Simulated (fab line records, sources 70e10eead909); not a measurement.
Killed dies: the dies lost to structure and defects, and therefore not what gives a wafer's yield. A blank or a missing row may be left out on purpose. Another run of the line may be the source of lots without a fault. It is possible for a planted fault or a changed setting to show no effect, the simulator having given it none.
A struck lot beside a sound one | flow nand-harc | 34 out of 1302 route steps
Sound: wafers L834.3, L834.4, L834.6. The struck wafers were L842.1, L842.2, L842.6. At the end, the cause is stated.
Order at every step that has rows: each side's tool, ch and its chambers, its first start. Under that, the readings that differ: sound wafers | struck wafers | difference of the means | sigmas: that difference in standard deviations of wafers without a fault.
alike: same words and numbers on both sides, and readings whose means sit less than 2 such deviations apart. not compared: any withheld reading, any reading some wafer has no value for, any bound like >300 that may hide the same value, and any number with overlapping values for which the record gives no deviation.
Wherever a step has rows on one side only, a row that says differs or no value, or a row with sigmas, the two part there. Numbers that don't overlap but have no deviation are shown without sigmas and don't part them. A reading missing from all wafers of one side parts the sides only when that side holds two or more wafers.

first, 5 steps without rows for these wafers: NHARC_A_ONON_D2_DEP_22 (target thk 1000 nm); NHARC_A_ONON_D2_DEP_25 (target thk 1000 nm); NHARC_A_ONON_D2_DEP_28 (target thk 1000 nm); NHARC_A_ONON_D2_DEP_33 (deposits SiO2, target thk 200 nm); NHARC_A_CHANNEL_HOLE_D2_DEP_00 (deposits aC, target thk 3100 nm).
NHARC_A_CHANNEL_HOLE_D2_DEP_01: deposits SiON, target thk 140 nm.
  sound on pecvd-04 ch 0,2, day 15 20:05; struck on pecvd-04 ch 0,1,2, day 19 13:19
  alike: heater-power-w
then, 10 steps without rows for these wafers: NHARC_A_CHANNEL_HOLE_D2_DEHYDRATE_02 (time 120 s); NHARC_A_CHANNEL_HOLE_D2_HMDS_03 (time 30 s); NHARC_A_CHANNEL_HOLE_D2_COAT_36 (time 75 s); NHARC_A_CHANNEL_HOLE_D2_COAT_37 (time 65 s); NHARC_A_CHANNEL_HOLE_D2_COAT_04 (resist thk 90 nm); NHARC_A_CHANNEL_HOLE_D2_SOFTBAKE_05 (time 55 s); NHARC_A_CHANNEL_HOLE_D2_EBR_06; NHARC_A_CHANNEL_HOLE_D2_EXPOSE_07 (exposes mask HOLE D2, target cd 100 nm); NHARC_A_CHANNEL_HOLE_D2_PEB_08 (peb time 65 s); NHARC_A_CHANNEL_HOLE_D2_DEVELOP_09 (develop time 35 s).
NHARC_A_CHANNEL_HOLE_D2_INSPECT_12:
  sound: defect-inspect-01 at day 15 20:56; struck: defect-inspect-01 at day 19 14:10
  reading          | sound  | struck      | difference | sigmas
  raw-defect-count | 5 10 5 | 400 425 395 | +400       | +18
then, 15 steps without rows for these wafers: NHARC_A_CHANNEL_HOLE_D2_DESCUM_15 (chemistry O2, time 3 s); NHARC_A_CHANNEL_HOLE_D2_ETCH_38 (etches the open film in CF4, target depth 39 nm, time 65 s); NHARC_A_CHANNEL_HOLE_D2_ETCH_39 (etches the open film in N2/H2, target depth 260 nm, time 325 s); NHARC_A_CHANNEL_HOLE_D2_ETCH_34 (etches the open film in CF4/CHF3, target depth 154 nm, time 77 s); NHARC_A_CHANNEL_HOLE_D2_ETCH_16 (etches the open film in O2/COS, target depth 3100 nm, time 806 s); NHARC_A_CHANNEL_HOLE_D2_ETCH_19 (etches the open film in C4F8/O2/Ar, time 34.5 s); NHARC_A_CHANNEL_HOLE_D2_ETCH_20 (etches the open film in C4F8/O2/Ar, time 361.9 s, target depth 1600 nm); NHARC_A_CHANNEL_HOLE_D2_ETCH_21 (etches the open film in C4F8/O2/Ar, time 514.3 s, target depth 1600 nm); NHARC_A_CHANNEL_HOLE_D2_ETCH_22 (etches the open film in C4F8/O2/Ar, time 666.7 s, target depth 1600 nm); NHARC_A_CHANNEL_HOLE_D2_ETCH_23 (etches the open film in C4F8/O2/Ar, time 819 s, target depth 1600 nm); NHARC_A_CHANNEL_HOLE_D2_ETCH_24 (etches the open film in C4F8/O2/Ar, time 906.2 s, target depth 1500 nm); NHARC_A_CHANNEL_HOLE_D2_ETCH_25 (etches the open film in C4F8/O2/Ar, time 1040.2 s, target depth 1500 nm); NHARC_A_CHANNEL_HOLE_D2_ETCH_26 (etches the open film in C4F8/O2/Ar, time 224.1 s, target depth 300 nm); NHARC_A_CHANNEL_HOLE_D2_ETCH_27 (etches the open film in C4F8/O2/Ar, time 90 s, target depth 400 nm); NHARC_A_CHANNEL_HOLE_D2_STRIP_41 (strips in N2/H2).
NHARC_A_CHANNEL_HOLE_D2_INSPECT_40:
  sound: defect-inspect-02 at day 16 06:47; struck: defect-inspect-02 at day 19 21:07
  reading          | sound       | struck      | difference | sigmas
  raw-defect-count | 308 274 476 | 589 622 641 | +265       | +3
-- record jumps: 11 days between struck wafers' starts before vs after; left off in module A_CHANNEL_HOLE_D2, resumes in module END, first step shown is number 1302 of the route --
NHARC_END_SORT_01:
  sound on prober-01 ch 0, day 28 00:50; struck on prober-01 ch 0, day 30 14:59
  alike: killed-at-array, killed-at-other, killed-at-periphery, killed-dies, killed-open, killed-short

== WHERE THEY PART ==
First at NHARC_A_CHANNEL_HOLE_D2_INSPECT_12; last, within this record, at NHARC_A_CHANNEL_HOLE_D2_INSPECT_40. Later steps at which nothing parts them and some readings are alike: NHARC_END_SORT_01.

WHY: what had been put in by the simulator
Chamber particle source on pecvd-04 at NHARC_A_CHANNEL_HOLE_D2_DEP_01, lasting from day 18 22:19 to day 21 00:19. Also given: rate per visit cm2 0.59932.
